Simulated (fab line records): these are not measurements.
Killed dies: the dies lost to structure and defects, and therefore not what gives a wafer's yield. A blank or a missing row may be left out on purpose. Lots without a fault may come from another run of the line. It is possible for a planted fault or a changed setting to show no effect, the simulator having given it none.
Which tool is to blame? :: flow nand_harc :: 6 lots, 18 wafers sampled, at 4 steps of a route of 1159

== WHAT THE GAUGES SHOWED, per wafer ==
NHARC_A_ONON_D1_THK_MEAS_08: measures by ellipsometry.
lot: L148
measured: day 8 15:27
on: film_metro-01
thk_nm (nm): 1003 1003 1000

lot: L150
measured: day 9 03:11
on: film_metro-02
thk_nm (nm): 1009 1009 1009

lot: L153
measured: day 9 23:19
on: film_metro-02
thk_nm (nm): 1000 1003 999

lot: L155
measured: day 10 15:56
on: film_metro-02
thk_nm (nm): 996 995 996

lot: L156
measured: day 10 15:58
on: film_metro-01
thk_nm (nm): 1013 1011 1012

lot: L164
measured: day 12 11:29
on: film_metro-02
thk_nm (nm): 409 998 409

== EACH LOT AND THE TOOL THAT RAN IT (in order: tool; ch and the chambers of the sampled wafers; start) ==
lot: L148
NHARC_P_BONDPAD_PRE_CLEAN_26: pvd_sputter-02, day 7 13:19 or earlier
NHARC_P_BONDPAD_CMP_19: cmp-04 ch 2,3, day 7 13:19
NHARC_A_ONON_D1_DEP_06: pecvd_onon-02 ch 0, day 8 15:04

lot: L150
NHARC_P_BONDPAD_PRE_CLEAN_26: pvd_sputter-02, day 8 00:19 or earlier
NHARC_P_BONDPAD_CMP_19: cmp-04 ch 0,2,3, day 8 00:19
NHARC_A_ONON_D1_DEP_06: pecvd_onon-04 ch 0, day 9 02:44

lot: L153
NHARC_P_BONDPAD_PRE_CLEAN_26: pvd_sputter-03, day 8 21:32 or earlier
NHARC_P_BONDPAD_CMP_19: cmp-02 ch 0,1,3, day 8 21:32
NHARC_A_ONON_D1_DEP_06: pecvd_onon-01 ch 0, day 9 22:52

lot: L155
NHARC_P_BONDPAD_PRE_CLEAN_26: pvd_sputter-03, day 9 11:26 or earlier
NHARC_P_BONDPAD_CMP_19: cmp-02 ch 0,2,3, day 9 11:26
NHARC_A_ONON_D1_DEP_06: pecvd_onon-01 ch 0, day 10 15:25

lot: L156
NHARC_P_BONDPAD_PRE_CLEAN_26: pvd_sputter-02, day 9 13:57 or earlier
NHARC_P_BONDPAD_CMP_19: cmp-02 ch 0,1,3, day 9 13:57
NHARC_A_ONON_D1_DEP_06: pecvd_onon-04 ch 0, day 10 15:28

lot: L164
NHARC_P_BONDPAD_PRE_CLEAN_26: pvd_sputter-02, day 11 10:39 or earlier
NHARC_P_BONDPAD_CMP_19: cmp-04 ch 0,1,2, day 11 10:39
NHARC_A_ONON_D1_DEP_06: pecvd_onon-04 ch 0, day 12 10:59
- NHARC_P_BONDPAD_PRE_CLEAN_26: time 30 s.
- NHARC_P_BONDPAD_CMP_19: polishes, t overpolish 30 s, cu recess touch 16 s, target thk 160.81 nm.
- NHARC_A_ONON_D1_DEP_06: target thk 1000 nm.

== THE ANSWER, worked out from the rows above alone ==
Rule: the usual values come from the lots themselves. Put in order of their means at a reading, lots are off if they are a third of the lots or fewer, leave a main group of 4 or more, and stand apart from it by a gap of 3 or more times the standard deviation of the main group's means; of several such gaps the widest counts. The tables above print the reading to a certain number of digits; a main group whose means all agree to those digits is not used. Also off: a lot with no number at a reading for which 4 or more lots have one. All remaining lots with rows at the step are treated as sound.
Off, at NHARC_A_ONON_D1_THK_MEAS_08 on thk_nm: L164. For the main group the mean is 1004 nm and the standard deviation 5.9.
If a tool, at a process step before that reading, ran all the lots that are off and no sound lot after the first of them, it fits. Gauges at NHARC_A_ONON_D1_THK_MEAS_08: tried the same way as those tools. NHARC_P_BONDPAD_PRE_CLEAN_26 gives no start for some lots, so the hours and the order of its lots are those of NHARC_P_BONDPAD_CMP_19. Can't be told from this: 4 tools fit, pvd_sputter-02 at NHARC_P_BONDPAD_PRE_CLEAN_26, cmp-04 at NHARC_P_BONDPAD_CMP_19, pecvd_onon-04 at NHARC_A_ONON_D1_DEP_06, film_metro-02 at NHARC_A_ONON_D1_THK_MEAS_08.

== WHAT HAD BEEN PUT IN BY THE SIMULATOR ==
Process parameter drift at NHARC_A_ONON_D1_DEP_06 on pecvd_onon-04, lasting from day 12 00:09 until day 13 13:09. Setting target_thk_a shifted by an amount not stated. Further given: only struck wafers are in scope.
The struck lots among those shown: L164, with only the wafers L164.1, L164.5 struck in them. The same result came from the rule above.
